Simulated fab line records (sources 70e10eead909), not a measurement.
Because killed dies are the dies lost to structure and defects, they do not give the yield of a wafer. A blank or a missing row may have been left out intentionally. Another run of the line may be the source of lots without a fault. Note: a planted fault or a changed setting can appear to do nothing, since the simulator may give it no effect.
fab line records	flow nand_harc
record: lots: 14	wafers: 42	last_day: 33
route steps=1302 shown A_CHANNEL_HOLE_D1@472 A_CHANNEL_FILL_D1@492
lots that met no fault: from a run of the same line without faults
start_h: hours from the record's opening day to when the first of the lot's shown wafers began	wait_h: how many hours have passed since the lot's step before this one	" repeats the value in the row above	L1.1+2: one row covering several wafers at once	- no value present, or no start provided	* or withheld: withheld	< > ~ a bound
route shown NAME@n: names a module that has steps shown in the file, with the first one's number in the route	usual: the fault-free wafers' mean and standard deviation	same: alike in all rows	chamber/n: place in a boat	sites: each site's reading	_std_site: their standard deviation	_edge_site: inner sites' mean taken away from outer sites' mean	radius_mm: for every site, how far away it sits from the centre of the wafer	mask NAME#n: copy n	behind: the tool/chamber that last shaped the wafer	hold: what put the lot on hold/how long, in hours/how the hold closed	device: whichever transistor did not switch (one of n, p or np)	end of line: the same wafers' tests at the end of the route	a step given without rows: its recipe and nothing more	killed: dies that structure and defects cost at the first sort, which is not the same as the wafer's yield	map: the dies of a wafer, with x for killed, . for not killed, _ for no die there
set.NAME: the setting that was run; set.NAME@STEP: the one run at that earlier step	model.NAME: the simulator's own value behind a step, which no gauge read
one table for each step of the route and one row for each wafer, over a sample of lots
services: when a tool's chamber went out of use (start_h, in hours from the record's first day, below 0 if earlier), for how many hours, and the reason
== steps ==
step: NHARC_A_CHANNEL_HOLE_D1_ETCH_20
recipe: bias_v: 3000	source_w: withheld	pressure_mtorr: 20	time_s: 361.9	ar_flow_sccm: 375	c4f8_flow_sccm: 89.3	o2_flow_sccm: 35.7	temp_c: -20	target_depth_a: 16000	chemistry: C4F8/O2/Ar
usual: drypump_motor_current_A: 6.0/0.62	showerhead_plenum_p_Torr: 3.69/0.061	throttle_valve_pct: 32.156/0.0097
same: time_s: 361.9
lot.wafer	tool	chamber	start_h	wait_h	drypump_motor_current_A	rf_hours_counter_h	showerhead_plenum_p_Torr	throttle_valve_pct
L851.1	har_etch-02	0	189.17	0.1	6.3	284	3.77	32.161
L851.6	"	0	"	"	6.3	-	3.77	32.175
L851.5	"	1	"	"	5.0	-	3.63	32.149
L852.2	har_etch-02	0	199.66	0.1	6.3	288	3.77	32.152
L852.3	"	1	"	"	5.0	-	3.63	32.155
L852.6	"	0	"	"	6.3	-	3.77	32.151
L854.1	har_etch-01	1	220.32	0.1	6.6	115	3.72	32.175
L854.6	"	1	"	"	6.6	-	3.72	32.152
L854.5	"	0	"	"	6.2	-	3.72	32.141
L856.1	har_etch-02	1	234.87	0.1	5.0	311	3.62	32.162
L856.3	"	1	"	"	5.0	-	3.62	32.163
L856.6	"	1	"	"	5.0	-	3.62	32.150
L859.1	har_etch-01	1	252.49	0.1	6.6	130	3.71	32.164
L859.2	"	0	"	"	6.1	130	3.71	32.152
L859.3	"	0	"	"	6.1	-	3.71	32.172
L858.1	har_etch-02	1	253.79	0.2	5.0	319	3.61	32.151
L858.3	"	1	"	"	5.1	-	3.61	32.158
L858.4	"	1	"	"	5.0	-	3.61	32.150
L860.3	har_etch-01	1	270.72	0.2	6.6	-	3.70	32.168
L860.4	"	0	"	"	6.2	-	3.70	32.170
L860.5	"	1	"	"	6.6	-	3.70	32.155
L866.4	har_etch-01	0	329.35	0.2	6.2	-	3.68	32.154
L866.3	"	1	"	"	6.7	-	3.68	32.169
L866.5	"	0	"	"	6.2	-	3.68	32.148
L867.1	har_etch-02	1	337.04	0.1	5.0	372	3.58	32.175
L867.6	"	1	"	"	5.0	-	3.58	32.144
L867.5	"	0	"	"	6.4	-	3.73	32.171
L870.2	har_etch-01	1	365.25	0.1	6.7	203	3.67	32.164
L870.4	"	0	"	"	6.2	-	3.67	32.147
L870.3	"	1	"	"	6.7	-	3.67	32.149
L871.3	har_etch-01	0	389.90	0.2	6.2	-	3.66	32.160
L871.6	"	0	"	"	6.2	-	3.66	32.162
L871.5	"	1	"	"	6.7	-	3.66	32.146
L872.1	har_etch-01	0	393.96	0.1	6.2	218	3.66	32.161
L872.3	"	0	"	"	6.2	-	3.66	32.168
L872.4	"	1	"	"	6.6	-	3.66	32.160
L873.4	har_etch-01	1	398.42	0.2	6.7	-	3.66	32.140
L873.5	"	1	"	"	6.7	-	3.66	32.157
L873.6	"	0	"	"	6.2	-	3.66	32.166
L874.1	har_etch-02	1	418.72	0.1	5.0	12	3.93	32.154
L874.4	"	0	"	"	6.3	-	3.71	32.161
L874.6	"	1	"	"	5.0	-	3.93	32.170
step: NHARC_A_CHANNEL_HOLE_D1_ETCH_24
recipe: bias_v: 5000	source_w: withheld	pressure_mtorr: 20	time_s: 906.2	ar_flow_sccm: 375	c4f8_flow_sccm: 93.8	o2_flow_sccm: 31.2	temp_c: -20	target_depth_a: 15000	chemistry: C4F8/O2/Ar
usual: drypump_motor_current_A: 6.0/0.63	showerhead_plenum_p_Torr: 3.68/0.061	throttle_valve_pct: 32.235/0.0089
same: time_s: 906.2
lot.wafer	tool	chamber	start_h	wait_h	drypump_motor_current_A	rf_hours_counter_h	showerhead_plenum_p_Torr	throttle_valve_pct
L851.1	har_etch-02	0	191.21	0.6	6.3	286	3.77	32.228
L851.6	"	0	"	"	6.3	-	3.77	32.229
L851.5	"	1	"	"	5.0	-	3.63	32.225
L852.2	har_etch-02	0	201.76	0.6	6.4	290	3.76	32.241
L852.3	"	1	"	"	5.0	-	3.62	32.230
L852.6	"	0	"	"	6.3	-	3.77	32.238
L854.1	har_etch-01	1	222.34	0.6	6.6	117	3.71	32.224
L854.6	"	1	"	"	6.6	-	3.71	32.237
L854.5	"	0	"	"	6.2	-	3.71	32.228
L856.1	har_etch-02	1	236.96	0.6	5.1	313	3.61	32.227
L856.3	"	1	"	"	5.0	-	3.61	32.224
L856.6	"	1	"	"	5.0	-	3.61	32.232
L859.1	har_etch-01	1	254.50	0.6	6.7	132	3.70	32.219
L859.2	"	0	"	"	6.2	132	3.70	32.232
L859.3	"	0	"	"	6.1	-	3.70	32.219
L858.1	har_etch-02	1	257.80	1.2	5.0	323	3.61	32.241
L858.3	"	1	"	"	5.0	-	3.61	32.228
L858.4	"	1	"	"	5.0	-	3.61	32.233
L860.3	har_etch-01	1	272.88	0.6	6.7	-	3.70	32.246
L860.4	"	0	"	"	6.1	-	3.70	32.238
L860.5	"	1	"	"	6.7	-	3.70	32.220
L866.4	har_etch-01	0	331.51	0.6	6.2	-	3.68	32.248
L866.3	"	1	"	"	6.6	-	3.68	32.241
L866.5	"	0	"	"	6.1	-	3.68	32.235
L867.1	har_etch-02	1	339.06	0.6	5.0	374	3.58	32.251
L867.6	"	1	"	"	5.0	-	3.58	32.254
L867.5	"	0	"	"	6.3	-	3.72	32.228
L870.2	har_etch-01	1	367.33	0.6	6.6	205	3.66	32.248
L870.4	"	0	"	"	6.1	-	3.66	32.243
L870.3	"	1	"	"	6.6	-	3.66	32.226
L871.3	har_etch-01	0	392.08	0.6	6.2	-	3.66	32.232
L871.6	"	0	"	"	6.2	-	3.66	32.224
L871.5	"	1	"	"	6.7	-	3.66	32.238
L872.1	har_etch-01	0	395.98	0.6	6.1	220	3.65	32.240
L872.3	"	0	"	"	6.1	-	3.65	32.236
L872.4	"	1	"	"	6.7	-	3.66	32.245
L873.4	har_etch-01	1	400.59	0.6	6.7	-	3.65	32.220
L873.5	"	1	"	"	6.7	-	3.65	32.245
L873.6	"	0	"	"	6.2	-	3.65	32.238
L874.1	har_etch-02	1	420.82	0.6	5.0	14	3.92	32.222
L874.4	"	0	"	"	6.3	-	3.70	32.239
L874.6	"	1	"	"	5.0	-	3.92	32.232
step: NHARC_A_CHANNEL_FILL_D1_ALD_02
recipe: target_thk_a: 60	pulse_time_s: 10	ald_cycles: 60	temp_c: 300	material: SiO2
usual: heater_power_w: 472/37	precursor_pulse_height_rel: 1.001/0.021
lot.wafer	tool	chamber	start_h	wait_h	heater_power_w	precursor_pulse_height_rel
L851.1	ald_hk-03	3	195.18	-	503	1.022
L851.6	"	0	"	"	461	0.997
L851.5	"	1	"	"	487	0.985
L852.2	ald_hk-04	3	205.54	-	398	1.035
L852.3	"	0	"	"	462	1.025
L852.6	"	1	"	"	566	0.974
L854.1	ald_hk-03	0	226.27	-	484	0.998
L854.5	"	2	"	"	460	1.022
L854.6	"	3	"	"	488	0.971
L856.3	ald_hk-04	3	240.73	-	412	0.990
L856.1	"	0	"	"	464	0.970
L856.6	"	2	"	"	481	0.952
L859.2	ald_hk-03	3	258.28	-	518	0.982
L859.3	"	0	"	"	476	0.999
L859.1	"	2	"	"	464	1.008
L858.4	ald_hk-01	0	263.62	-	442	0.975
L858.1	"	1	"	"	457	1.020
L858.3	"	2	"	"	428	1.010
L860.4	ald_hk-03	0	276.40	-	451	1.026
L860.3	"	3	"	"	499	0.952
L860.5	"	1	"	"	483	0.997
L866.3	ald_hk-01	1	335.16	-	452	1.000
L866.4	"	0	"	"	456	1.025
L866.5	"	2	"	"	456	0.980
L867.1	ald_hk-04	0	343.04	-	485	1.013
L867.5	"	1	"	"	554	1.011
L867.6	"	2	"	"	455	0.987
L870.3	ald_hk-01	1	372.52	-	441	1.012
L870.2	"	2	"	"	467	0.964
L870.4	"	0	"	"	453	1.004
L871.3	ald_hk-04	3	395.59	-	416	1.010
L871.5	"	3	"	"	403	1.008
L871.6	"	0	"	"	480	0.970
L872.3	ald_hk-04	3	400.25	-	400	0.998
L872.4	"	0	"	"	475	1.017
L872.1	"	2	"	"	458	0.986
L873.4	ald_hk-04	0	404.27	-	481	1.017
L873.6	"	0	"	"	481	1.033
L873.5	"	1	"	"	555	0.974
L874.1	ald_hk-03	0	424.58	-	480	1.028
L874.4	"	2	"	"	454	0.993
L874.6	"	3	"	"	528	1.004
step: NHARC_A_CHANNEL_FILL_D1_ETCHBACK_19
recipe: target_depth_a: 50	time_s: 1.7	hbr_flow_sccm: 150	cl2_flow_sccm: 50	rf_w: 400	icp_w: 400	bias_w: 100	chemistry: HBr/Cl2
usual: drypump_motor_current_A: 5.8/0.54	oes_product_au: 1.000/0.0078	throttle_valve_pct: 26.406/0.0083
same: time_s: 1.7
lot.wafer	tool	chamber	start_h	wait_h	drypump_motor_current_A	oes_product_au	rf_hours_counter_h	throttle_valve_pct
L851.1	rie_si-05	2	221.34	0.4	6.1	0.983	0.46	26.415
L851.6	"	2	"	"	6.1	0.990	-	26.406
L851.5	"	3	"	"	5.2	1.000	-	26.396
L852.2	rie_si-04	2	229.68	0.4	5.2	0.990	0.25	26.415
L852.3	"	0	"	"	6.7	1.008	0.26	26.413
L852.6	"	2	"	"	5.1	1.002	-	26.401
L854.1	rie_si-04	0	250.16	0.4	6.7	1.011	0.42	26.394
L854.5	"	2	"	"	5.2	1.020	-	26.417
L854.6	"	3	"	"	6.2	0.995	-	26.404
L856.3	rie_si-03	1	265.02	0.4	5.3	0.995	0.20	26.412
L856.1	"	0	"	"	5.0	1.001	0.25	26.412
L856.6	"	2	"	"	5.8	1.009	-	26.404
L859.3	rie_si-04	0	282.29	0.4	6.6	1.006	0.68	26.401
L859.1	"	1	"	"	6.5	1.000	0.86	26.398
L859.2	"	3	"	"	6.2	0.999	0.59	26.416
L858.1	rie_si-04	0	289.36	0.4	6.6	1.000	0.71	26.409
L858.4	"	1	"	"	6.4	1.002	0.89	26.390
L858.3	"	3	"	"	6.2	0.996	0.60	26.406
L860.4	rie_si-05	1	300.37	0.4	6.2	0.994	0.88	26.402
L860.3	"	2	"	"	6.1	0.990	0.93	26.410
L860.5	"	1	"	"	6.2	0.990	-	26.398
L866.3	rie_si-03	2	358.46	0.4	5.8	1.004	0.78	26.401
L866.4	"	0	"	"	4.9	0.710	0.86	26.409
L866.5	"	2	"	"	5.8	1.006	-	26.397
L867.1	rie_si-03	0	366.89	0.4	5.0	0.719	0.90	26.413
L867.6	"	3	"	"	5.4	0.998	-	26.418
L867.5	"	0	"	"	4.9	0.708	-	26.410
L870.3	rie_si-05	2	397.60	0.4	6.1	0.996	0.66	26.414
L870.2	"	0	"	"	6.4	0.998	0.67	26.409
L870.4	"	1	"	"	6.2	0.991	-	26.404
L871.3	rie_si-03	3	419.70	0.4	5.3	0.987	0.01	26.408
L871.5	"	2	"	"	5.8	0.997	-	26.401
L871.6	"	3	"	"	5.3	0.990	-	26.417
L872.3	rie_si-03	3	424.49	0.4	5.4	0.990	0.04	26.397
L872.4	"	0	"	"	4.9	1.008	0.04	26.406
L872.1	"	1	"	"	5.3	0.997	0.04	26.407
L873.5	rie_si-05	0	428.40	0.4	6.4	1.004	-	26.415
L873.6	"	1	"	"	6.3	0.994	-	26.397
L873.4	"	2	"	"	6.1	0.995	-	26.405
L874.4	rie_si-03	2	448.88	0.4	5.8	1.001	0.16	26.412
L874.1	"	3	"	"	5.4	0.995	0.12	26.389
L874.6	"	2	"	"	5.8	1.001	-	26.411
== services ==
tool	chamber	start_h	hours	kind
rie_si-04	2	187.53	7.7	repair
rie_si-05	3	212.77	3.9	repair
ald_hk-03	-	215.65	10.0	pm
rie_si-03	-	221.00	9.0	pm
har_etch-02	-	222.22	0.6	repair
har_etch-02	0	243.02	-	consumable_replace:focus_ring
har_etch-02	0	243.02	17.0	scheduled_down
ald_hk-04	-	282.96	20.5	repair
ald_hk-01	-	302.35	10.0	pm
rie_si-05	-	305.00	9.0	pm
har_etch-02	-	309.72	2.8	repair
rie_si-04	3	318.04	5.5	repair
ald_hk-04	-	325.21	0.5	repair
rie_si-03	1	328.15	19.3	repair
rie_si-05	3	328.69	14.1	repair
rie_si-04	-	342.00	9.0	pm
rie_si-04	1	353.21	1.8	repair
rie_si-04	0	372.42	5.8	repair
rie_si-05	3	373.53	78.5	repair
har_etch-02	-	384.03	17.0	pm
rie_si-03	-	398.00	9.0	pm
rie_si-04	1	418.23	3.1	repair
ald_hk-04	-	425.84	0.6	repair
ald_hk-03	-	438.04	1.4	repair
== key ==
first_sign: step: NHARC_A_CHANNEL_FILL_D1_ETCHBACK_19	reading: oes_product_au	direction: down	sigmas: 37	usual: 1.000	struck: 0.712
effect none on later readings
met_at NHARC_A_CHANNEL_FILL_D1_ETCHBACK_19
struck_lots L866,L867
struck_wafers L866.4,L867.1,L867.5
later_rows_left_out L866.4,L867.1,L867.5
sort_left_out L866.4,L867.1,L867.5
tester_left_out L866,L867
not_acting_at NHARC_A_CHANNEL_HOLE_D1_ETCH_20,NHARC_A_CHANNEL_HOLE_D1_ETCH_24,NHARC_A_CHANNEL_FILL_D1_ALD_02
onset_between 265.02 358.46
fault: kind: process_parameter_drift	tool: rie_si-03	chamber: 0	onset_h: 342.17	steps: NHARC_A_CHANNEL_FILL_D1_ETCHBACK_19	channel: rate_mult	offset: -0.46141	shape: step	end_h: 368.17
tester_left_out: of these lots the tester's yield and bins aren't shown, on N5 and GAA mostly nor the transistor test; their killed dies are dies lost to structure and defects alone, not to doping, threshold or leakage, so they don't give the yield
sort_left_out: the simulated sort isn't trusted on such a fault, so these wafers' sort isn't shown, and their yield isn't known
later_rows_left_out: the simulator's readings of these wafers behind a module that went badly wrong aren't trusted and aren't shown, but for the sort
